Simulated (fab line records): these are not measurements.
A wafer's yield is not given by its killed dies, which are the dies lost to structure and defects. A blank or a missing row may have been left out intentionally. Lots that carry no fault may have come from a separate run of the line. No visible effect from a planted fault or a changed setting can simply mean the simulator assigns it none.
8D (eight disciplines) problem report, filled in by code    flow nand_harc    the parts of the form that need people (team, actions taken, sign-off) are left out

1. THE PROBLEM
Wafers without a fault read 1.4 %, standard deviation 0.57; sort_bin_2_pct at NHARC_END_SORT_01 reads a mean of 31.8 % on 6 wafers belonging to 2 lots. Measured from the usual mean, that is +53 standard deviations.
First seen on wafer L504.1, day 21 14:04, on prober-02. At this step, 33 wafers from 11 lots have a number in the record. Rule for "out", or "out of limits": more than 4 standard deviations from the usual mean. All remaining wafers that have a number are taken as sound.

2. WHAT IT IS, WHAT IT ISN'T
question                     is                                                                                                                                                   is not
which readings at this step  sort_bin_2_pct, defect_limited_yield, killed_at_array, killed_dies, sort_bin_3_pct, sort_bin_4_pct, sort_n_pass, sort_rim_yield_pct, sort_yield_pct  killed_at_other, killed_at_periphery, killed_short
which lots                   L504, L508                                                                                                                                           L495, L496, L497, L499, L500, L501, L511, L512, L516
which wafers of those lots   all that have a number                                                                                                                               -
read on which gauges         prober-02                                                                                                                                            prober-01
when                         from day 21 14:04                                                                                                                                    up to then (18 sound wafers); but 9 sound wafers of L511, L512, L516 came after

3. SUSPECTS, AND WHAT RULES EACH OUT
Counting: a tool at any process step up to the reading remains a suspect when it ran all the lots that are out and ran no sound lot after the first of those.
- the gauge at NHARC_END_SORT_01: kept. All the wafers that are out were read on prober-02, and no step on other tools shows them out.
- cmp-01 at NHARC_A_BONDPAD_CMP_29 (polishes SiCN, target thk 200 nm): kept. All lots that are out passed through it, beginning with L504 at day 20 07:13, and no sound lot followed; its final sound lot before that point was L501 at day 18 22:49.
- rie_diel-07 at NHARC_THIN_TSV_DESCUM_35 (chemistry O2, time 3 s): kept. All lots that are out passed through it, beginning with L504 at day 21 06:30, and no sound lot followed; its final sound lot before that point was L499 at day 19 13:31.
cmp-01 at NHARC_A_BONDPAD_CMP_29, rie_diel-07 at NHARC_THIN_TSV_DESCUM_35 and prober-02 at NHARC_END_SORT_01 are what is left after counting.

4. THE CAUSE (what the simulator had put in)
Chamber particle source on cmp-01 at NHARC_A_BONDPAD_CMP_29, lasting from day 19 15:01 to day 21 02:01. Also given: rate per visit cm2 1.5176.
Of the 3 suspects that counting leaves, this tool is one.

5. SEQUENCE OF EFFECTS, ordered by route
Rows list readings where the struck wafers' mean (over those with a number) sits beyond 3 standard deviations from the usual. Only readings for which the record gives a usual standard deviation are gone through. hours: the time from each lot's start at the first step in this table that gives one to its start at this step, as a median over the lots. sigmas: the change in usual standard deviations.
hours  step               reading               usual   on struck wafers  change  sigmas
0      NHARC_END_SORT_01  defect_limited_yield  95.4 %  25.2              -70.2   -50
0      NHARC_END_SORT_01  killed_at_array       27      504               +478    +48
0      NHARC_END_SORT_01  killed_dies           31      506               +475    +49
0      NHARC_END_SORT_01  sort_bin_2_pct        1.4 %   31.8              +30.4   +53
0      NHARC_END_SORT_01  sort_bin_3_pct        0.25 %  6.87              +6.62   +29
0      NHARC_END_SORT_01  sort_bin_4_pct        3.0 %   36.1              +33.1   +35
0      NHARC_END_SORT_01  sort_n_pass           646     171               -475    -49
0      NHARC_END_SORT_01  sort_rim_yield_pct    95.3 %  27.1              -68.2   -23
0      NHARC_END_SORT_01  sort_yield_pct        95.4 %  25.2              -70.2   -50

6. HOW IT WOULD HAVE BEEN CAUGHT EARLIER
The first out-of-limits reading at a measuring or inspecting step in this record came at day 21 14:04, 47 hours after the fault's start at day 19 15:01.
Tool readings at NHARC_A_BONDPAD_CMP_29 with a usual standard deviation given in the record: none out on any struck wafer, hence no alarm at a limit of 4 standard deviations on them.
By day 21 14:04, every lot that is out (2) had started NHARC_A_BONDPAD_CMP_29 on cmp-01. None of them would have been spared by holding the tool at that moment.
